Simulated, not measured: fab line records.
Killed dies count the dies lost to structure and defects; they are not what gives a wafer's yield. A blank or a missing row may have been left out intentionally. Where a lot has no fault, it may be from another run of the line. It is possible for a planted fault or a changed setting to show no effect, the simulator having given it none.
A single fault, viewed from 3 desks | flow n5Finfet | only its own numbers are on each desk; what lay behind them is given at the end

## AT THE TOOL OWNER'S DESK: rieDiel-01
The tool's own readings at N5_BEOL_M6_ETCH_41 (etches SiCN in CH3F/O2, target depth 29.7 nm, time 52 s): means of the sampled wafers that have a number, for each lot that ran on this tool. Any lot whose mean is over 4 standard deviations away from the usual mean is out of limits and marked OUT; that distance is given in the brackets.
Columns: A = drypumpMotorCurrentA at N5_BEOL_M6_ETCH_41, usual 5.7 A; B = oesProductAu at N5_BEOL_M6_ETCH_41, usual 0.77 a.u.; C = rfVppV at N5_BEOL_M6_ETCH_41, usual 297.9 V; D = showerheadPlenumPTorr at N5_BEOL_M6_ETCH_41, usual 2.03 Torr; E = throttleValvePct at N5_BEOL_M6_ETCH_41, usual 16.38 %
lot  | first seen here | A   | B    | C     | D    | E
L360 | day 8 08:14     | 5.5 | 0.81 | 298.3 | 2.04 | 16.33
L367 | day 10 03:50    | 5.8 | 0.79 | 298.7 | 2.08 | 16.30
L371 | day 11 06:55    | 5.3 | 0.77 | 298.2 | 2.09 | 16.38
L372 | day 11 11:38    | 6.5 | 0.74 | 297.8 | 2.04 | 16.24
This desk's finding: nothing out of limits on any of the 4 lots.

## METROLOGY DESK
Lot by lot, what the gauges showed, no matter which tool ran the lot: averages of those sampled wafers that carry a number. Any lot whose mean is over 4 standard deviations away from the usual mean is out of limits and marked OUT; that distance is given in the brackets.
Columns: A = V5_OVL at N5_BEOL_M6_OVL_MEAS_29, usual 0.1 nm
lot  | first seen here | A
L360 | day 8 07:51     | -0.0
L365 | day 9 17:56     | -0.1
L367 | day 10 02:52    | -0.1
L371 | day 11 06:16    | 0.3
L372 | day 11 11:03    | -0.5
L377 | day 12 13:19    | 0.3
L379 | day 13 07:50    | 0.8
This desk's finding: nothing out of limits on any of the 7 lots.

## THE DEFECT DESK
Counts from the inspections along the route, per lot, as means over the sampled wafers that have a number. Any lot whose mean is over 4 standard deviations away from the usual mean is out of limits and marked OUT; that distance is given in the brackets.
Columns: A = rawDefectCount at N5_BEOL_M6_INSPECT_30, usual 383
lot  | first seen here | A
L360 | day 8 07:54     | 235
L365 | day 9 17:59     | 387
L367 | day 10 02:55    | 390
L371 | day 11 06:18    | 368
L372 | day 11 11:07    | 420
L377 | day 12 13:23    | 470
L379 | day 13 07:53    | 254
This desk's finding: nothing out of limits on any of the 7 lots.

## ALL TOGETHER
The desk of the tool owner found nothing out of limits.
Metrology desk: nothing out of limits seen.
Nothing the defect desk looked at was out of limits.

## WHAT THE SIMULATOR PUT IN
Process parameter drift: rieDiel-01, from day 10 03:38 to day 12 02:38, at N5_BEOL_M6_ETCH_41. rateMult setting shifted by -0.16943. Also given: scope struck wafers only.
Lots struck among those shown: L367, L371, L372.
